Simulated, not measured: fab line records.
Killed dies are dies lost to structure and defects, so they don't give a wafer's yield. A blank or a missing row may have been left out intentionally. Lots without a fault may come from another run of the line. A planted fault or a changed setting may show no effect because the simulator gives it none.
Lot-split experiment | flow n5 finfet | route with 1938 steps; 7 lots, 21 wafers read

## THE SPLIT
At N5_PMOS_HMC_CHANNEL_EPI_HM_DEP_34 (deposits SiO2 from TEOS/O2, target thk 36 nm, time 6.9 s), the setting time s was moved away from the recipe's 6.9 s on 11 of the 21 wafers read, by -12.9% to +7.1%. The other wafers ran this setting at the recipe's value.

The reading is taken at the split's own step.

## THE READING
SiO2_of_PMOS_HMC_CHANNEL_EPI_HM_DEP_34.thk nm (the simulator's own value, which no gauge read), in nm, at N5_PMOS_HMC_CHANNEL_EPI_HM_DEP_34 (deposits SiO2 from TEOS/O2, target thk 36 nm, time 6.9 s). There is no usual value for it anywhere in the file. Here, 10 wafers ran the recipe; their average is 36.31 nm with a standard deviation of 0.58 nm.

wafer  | tool, chamber at the split | time s as run, s | against the recipe | SiO2_of_PMOS_HMC_CHANNEL_EPI_HM_DEP_34.thk nm, nm | against lot-mates on the recipe
L079.1 | pecvd-01, 0                | 6.9              | recipe             | 35.98                                             | -
L079.3 | pecvd-01, 0                | 6.9              | recipe             | 36.45                                             | -
L079.5 | pecvd-01, 0                | 6.9              | recipe             | 36.85                                             | -
L082.2 | pecvd-02, 2                | 6.9              | recipe             | 35.32                                             | -
L082.4 | pecvd-02, 2                | 7.392            | +7.1%              | 38.31                                             | +2.99
L082.5 | pecvd-02, 1                | 7.392            | +7.1%              | 39.11                                             | +3.79
L087.1 | pecvd-03, 1                | 6.482            | -6.1%              | 32.28                                             | no lot-mate on the recipe
L087.3 | pecvd-03, 0                | 6.482            | -6.1%              | 32.82                                             | no lot-mate on the recipe
L087.4 | pecvd-03, 0                | 6.482            | -6.1%              | 33.11                                             | no lot-mate on the recipe
L091.3 | pecvd-03, 1                | 6.434            | -6.8%              | 33.55                                             | -2.41
L091.4 | pecvd-03, 1                | 6.9              | recipe             | 35.96                                             | -
L091.5 | pecvd-03, 2                | 6.434            | -6.8%              | 33.95                                             | -2.01
L093.1 | pecvd-03, 0                | 6.9              | recipe             | 35.97                                             | -
L093.2 | pecvd-03, 1                | 6.326            | -8.3%              | 32.94                                             | -3.03
L093.4 | pecvd-03, 2                | 6.326            | -8.3%              | 33.21                                             | -2.76
L094.1 | pecvd-01, 2                | 6.9              | recipe             | 36.38                                             | -
L094.2 | pecvd-01, 1                | 6.9              | recipe             | 35.85                                             | -
L094.6 | pecvd-01, 2                | 6.9              | recipe             | 37.17                                             | -
L096.2 | pecvd-02, 0                | 6.01             | -12.9%             | 31.95                                             | -5.22
L096.4 | pecvd-02, 1                | 6.9              | recipe             | 37.17                                             | -
L096.5 | pecvd-02, 2                | 6.01             | -12.9%             | 31.6                                              | -5.57

FIT RESULTS
A straight line over all 21 wafers: SiO2_of_PMOS_HMC_CHANNEL_EPI_HM_DEP_34.thk nm changes by +0.379 nm for each +1% of time s; r = +0.95; the points scatter about the line by 0.68 nm.
The same after taking each lot's own level away (the mean of its wafers on the recipe; 18 wafers): +0.41 nm for each +1%; r = +0.99; scatter 0.43 nm.
On that fit, the largest move of time s shifts the reading by 5.3 nm.
Across the lots, their own levels run from 35.320 to 37.170 nm, a range of 3.2 times the standard deviation given above.
The two slopes agree, so the slope changes little with the lot-to-lot level.
Check: -5.1 nm against its lot-mates is what the line predicts for one of the wafers moved furthest among these (-12.9%) when that wafer is left out of the fit. It came out at -5.22 nm against them.

## OTHER SPLITS ON THESE WAFERS
Before the reading, these wafers also passed through other splits. Each is held against what the fit with the lots' levels taken away leaves over:
other split on the same wafers | wafers away from the commonest value | r with SiO2_of_PMOS_HMC_CHANNEL_EPI_HM_DEP_34.thk nm (lot level and that fit taken away)
N5_WELL_APT_EXPOSE_22 dose mj  | 7                                    | +0.13
N5_WELL_APT_PEB_23 peb time s  | 10                                   | -0.04

## THE FILE'S OWN FIT
SiO2_of_PMOS_HMC_CHANNEL_EPI_HM_DEP_34.thk nm changes by +0.4 nm for each +1% of time s, r = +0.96.
